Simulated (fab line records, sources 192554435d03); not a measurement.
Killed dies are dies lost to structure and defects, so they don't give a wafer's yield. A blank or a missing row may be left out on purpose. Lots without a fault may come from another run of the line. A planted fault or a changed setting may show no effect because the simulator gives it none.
Chamber matching | flow n5_finfet | N5_BEOL_M14_VIA_ETCH_16 on rie_diel-03: 4 sister chambers
The step etches SiO2 in C4F8/O2/Ar, target depth 1231.3 nm. 18 wafers are shown with their chamber, then 9 later ones without.

WAFERS WITH THEIR CHAMBER
wafer  | chamber | rf_vpp_V (V) | drypump_motor_current_A (A) | showerhead_plenum_p_Torr (Torr)
L074.2 | 1       | 2193         | 5.8                         | 3.38
L074.3 | 2       | 2229         | 5.3                         | 3.28
L074.5 | 1       | 2193         | 5.8                         | 3.37
L075.3 | 0       | 2256         | 5.0                         | 3.46
L075.4 | 0       | 2258         | 5.0                         | 3.46
L075.6 | 2       | 2229         | 5.2                         | 3.28
L078.2 | 2       | 2227         | 5.2                         | 3.27
L078.3 | 3       | 2335         | 4.9                         | 3.63
L078.6 | 2       | 2228         | 5.2                         | 3.27
L077.1 | 1       | 2195         | 5.8                         | 3.37
L077.2 | 2       | 2228         | 5.3                         | 3.27
L077.5 | 1       | 2194         | 5.8                         | 3.37
L081.1 | 1       | 2192         | 5.8                         | 3.37
L081.2 | 3       | 2336         | 4.9                         | 3.63
L081.4 | 2       | 2226         | 5.2                         | 3.26
L091.1 | 1       | 2193         | 5.8                         | 3.36
L091.3 | 3       | 2334         | 4.9                         | 3.62
L091.6 | 3       | 2335         | 4.9                         | 3.62

SIGNATURES (means of the wafers above)
reading                  | chamber 0 | chamber 1 | chamber 2 | chamber 3 | scatter within a chamber
rf_vpp_V                 | 2257.00   | 2193.33   | 2227.83   | 2335.00   | 1.07
drypump_motor_current_A  | 5.000     | 5.800     | 5.233     | 4.900     | 0.0309
showerhead_plenum_p_Torr | 3.4600    | 3.3700    | 3.2717    | 3.6250    | 0.00645
Rule: a wafer's distance from a chamber is the root of the sum, over the readings, of the square of ((its reading less the chamber's mean) divided by the reading's scatter). The wafer belongs to the nearest chamber; if the next one is less than 2 further off, it can't be placed. The scatter: the root of (the sum of the squares of (reading less its chamber's mean) over the shown wafers, divided by (wafers less chambers)).

WAFERS WITHOUT THEIR CHAMBER
wafer  | rf_vpp_V (V) | drypump_motor_current_A (A) | showerhead_plenum_p_Torr (Torr)
L089.1 | 2255         | 5.0                         | 3.44
L089.3 | 2334         | 4.9                         | 3.62
L089.5 | 2192         | 5.8                         | 3.36
L092.3 | 2193         | 5.8                         | 3.35
L092.4 | 2333         | 4.8                         | 3.61
L092.5 | 2263         | 5.2                         | 3.65
L096.3 | 2255         | 5.0                         | 3.43
L096.5 | 2191         | 5.8                         | 3.35
L096.6 | 2263         | 5.3                         | 3.65

WHICH CHAMBER EACH WENT THROUGH
wafer  | from the rows above | in truth
L089.1 | 0                   | 0
L089.3 | 3                   | 3
L089.5 | 1                   | 1
L092.3 | 1                   | 1
L092.4 | 3                   | 3
L092.5 | 0                   | 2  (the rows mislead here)
L096.3 | 0                   | 0
L096.5 | 1                   | 1
L096.6 | 0                   | 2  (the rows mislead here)
Placed correctly: 7 of 9. Can't be placed from these rows: 0. Placed wrongly: 2.
